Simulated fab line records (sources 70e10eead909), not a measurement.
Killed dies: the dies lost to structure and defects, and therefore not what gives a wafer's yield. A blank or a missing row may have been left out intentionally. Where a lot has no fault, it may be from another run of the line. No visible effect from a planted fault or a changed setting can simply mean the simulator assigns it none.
Matching of chambers -- flow nand harc -- 4 sister chambers for NHARC_A_CHANNEL_HOLE_D1_ETCH_44 on rie diel-07
The step etches the open film in CF4/O2, target depth 140 nm, overetch 14 nm, time 77 s. 22 wafers are shown with their chamber, then 11 later ones without.

WAFERS WITH THEIR CHAMBER
wafer,chamber,drypump motor current A (A),rf vpp V (V),throttle valve pct (%)
L074.4,0,6.0,197.9,13.400
L074.5,1,5.6,198.2,13.392
L074.6,2,6.1,196.9,13.390
L076.1,3,5.7,196.8,13.401
L076.3,0,5.9,197.3,13.384
L076.4,1,5.6,198.4,13.404
L078.1,3,5.7,194.3,13.390
L078.2,2,6.1,198.7,13.391
L078.5,0,6.0,197.5,13.395
L082.1,1,5.6,196.5,13.392
L082.4,2,6.1,199.4,13.396
L082.5,3,5.7,194.9,13.394
L085.1,0,5.9,197.9,13.401
L085.3,3,5.7,195.3,13.404
L085.6,3,5.7,197.1,13.417
L087.1,0,6.0,199.1,13.391
L087.5,1,5.6,197.9,13.403
L087.6,2,6.1,198.6,13.396
L091.3,3,5.7,195.8,13.378
L091.4,1,5.6,196.5,13.395
L091.6,3,5.7,196.5,13.407
L089.1,3,5.7,195.7,13.388

SIGNATURES, as means of the wafers listed above
reading,chamber 0,chamber 1,chamber 2,chamber 3,scatter within a chamber
drypump motor current A,5.960,5.600,6.100,5.700,0.0258
rf vpp V,197.940,197.500,198.400,195.800,0.922
throttle valve pct,13.39420,13.39720,13.39325,13.39738,0.00891
Rule: for each reading, subtract the chamber's mean from the wafer's reading, divide by that reading's scatter and square the result; add these up over the readings and take the root, which gives the wafer's distance from the chamber. If the next closest chamber is less than 2 further off than the closest, the wafer can't be placed; otherwise it belongs to the closest. The scatter: take each reading less its chamber's mean, square it, sum over the shown wafers, divide by the number of wafers less the number of chambers, and take the root.

WAFERS WHOSE CHAMBER IS MISSING
wafer,drypump motor current A (A),rf vpp V (V),throttle valve pct (%)
L089.2,6.1,199.1,13.411
L089.4,6.0,199.3,13.389
L094.1,6.1,199.5,13.382
L094.3,5.7,196.5,13.399
L094.4,5.6,197.2,13.390
L095.1,5.9,197.4,13.408
L095.3,5.7,196.5,13.387
L095.4,5.6,197.8,13.405
L096.2,6.1,198.4,13.393
L096.4,5.6,197.4,13.397
L096.6,5.6,196.7,13.406

WHICH CHAMBER EACH WENT THROUGH
wafer,from the rows above,in truth
L089.2,2,2
L089.4,can't be placed: 0 or 2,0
L094.1,2,2
L094.3,3,3
L094.4,1,1
L095.1,0,0
L095.3,3,3
L095.4,1,1
L096.2,2,2
L096.4,1,1
L096.6,1,1
10 of 11 placed correctly. These rows do not allow placing 1 (true chamber among the candidates in 1). 0 placed wrongly.
